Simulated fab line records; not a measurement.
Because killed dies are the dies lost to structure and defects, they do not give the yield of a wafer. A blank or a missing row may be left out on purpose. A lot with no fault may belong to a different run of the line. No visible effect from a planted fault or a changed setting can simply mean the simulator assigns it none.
Split-lot experiment	flow n5 finfet	on a route of 1938 steps: 7 lots, 21 wafers read

THE SPLIT ITSELF
At N5_BEOL_M7_ETCH_61 (etches SiARC in CF4, target depth 45.5 nm, time 75.8 s), the setting source w was moved away from the recipe's 545 W on 10 of the 21 wafers read, by -16.6% to -6.7%. This setting was run at the recipe's value on the other wafers.

Reading taken at the split's own step.

THE READING
rf vpp V, in V, at N5_BEOL_M7_ETCH_61 (etches SiARC in CF4, target depth 45.5 nm, time 75.8 s). Typical for fault-free wafers on this fab line: 184.1 V, with standard deviation 1.3 V.

wafer	tool, chamber at the split	source w as run, W	against the recipe	rf vpp V, V	against lot-mates on the recipe
L074.2	rie diel-02, 0	545	recipe	183.2	-
L074.5	rie diel-02, 3	507.4	-6.9%	189.9	+6.7
L074.6	rie diel-02, 0	507.4	-6.9%	189.1	+5.9
L077.1	rie diel-04, 2	474.5	-12.9%	194.7	+10.8
L077.4	rie diel-04, 1	545	recipe	183.9	-
L077.5	rie diel-04, 0	474.5	-12.9%	194.6	+10.7
L080.2	rie diel-04, 3	545	recipe	184.1	-
L080.5	rie diel-04, 0	454.4	-16.6%	196.6	+12.5
L080.6	rie diel-04, 1	454.4	-16.6%	195.2	+11.1
L085.1	rie diel-05, 1	545	recipe	184.1	-
L085.4	rie diel-05, 3	545	recipe	184.0	-
L085.5	rie diel-05, 1	488.9	-10.3%	190.5	+6.4
L087.2	rie diel-04, 0	508.5	-6.7%	188.1	+4.4
L087.3	rie diel-04, 1	545	recipe	184.2	-
L087.6	rie diel-04, 0	545	recipe	183.2	-
L091.1	rie diel-02, 0	545	recipe	183.3	-
L091.3	rie diel-02, 1	491.4	-9.8%	191.1	+7.8
L091.6	rie diel-02, 2	491.4	-9.8%	193.0	+9.7
L095.1	rie diel-02, 3	545	recipe	183.8	-
L095.4	rie diel-02, 0	545	recipe	183.7	-
L095.5	rie diel-02, 3	545	recipe	184.3	-

FIT RESULTS
A straight line over all 21 wafers: rf vpp V changes by -0.767 V for each +1% of source w; r = -0.99; the points scatter about the line by 0.75 V.
The same after taking each lot's own level away (the mean of its wafers on the recipe; 21 wafers): -0.763 V for each +1%; r = -0.98; scatter 0.87 V.
On that fit, the largest move of source w shifts the reading by 13 V.
The span of the lots' own levels, 183.20 to 184.10 V, comes to 0.7 times the standard deviation stated above.
The two slopes agree, so the slope changes little with the lot-to-lot level.
Check: with one of the wafers moved furthest among these (-16.6%) left out of the fit, the line predicts +12.9 V for it against its lot-mates. It came out at +12.5 V against them.
Tool readings at the split's step, against how far the setting was moved: etch rf on time s r = -0.92; rf vpp V r = -0.99.

OTHER SPLITS APPLIED TO THESE WAFERS
These wafers also went through other splits before the reading. Each is held against what the fit with the lots' levels taken away leaves over:
other split on the same wafers	wafers away from the commonest value	r with rf vpp V (lot level and that fit taken away)
N5_BEOL_M5_ETCH_72 bias w	7	+0.06
N5_BEOL_M5_DEP_56 time s	4	-0.05
N5_BEOL_M7_ILD_DEP_00 time s	7	+0.24

THE WHOLE CHAIN: every reading that the file lists as answering this split, in the file's order
step	what it does	reading	change (the file's fit)	r (the file's)
N5_BEOL_M7_ETCH_61	etches SiARC in CF4, target depth 45.5 nm, time 75.8 s	etch rf on time s	withheld for each +1% of the setting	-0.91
N5_BEOL_M7_ETCH_61	etches SiARC in CF4, target depth 45.5 nm, time 75.8 s	rf vpp V	-0.761 V for each +1% of the setting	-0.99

THE FILE'S OWN FIT
rf vpp V changes by -0.761 V for each +1% of source w, r = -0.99.
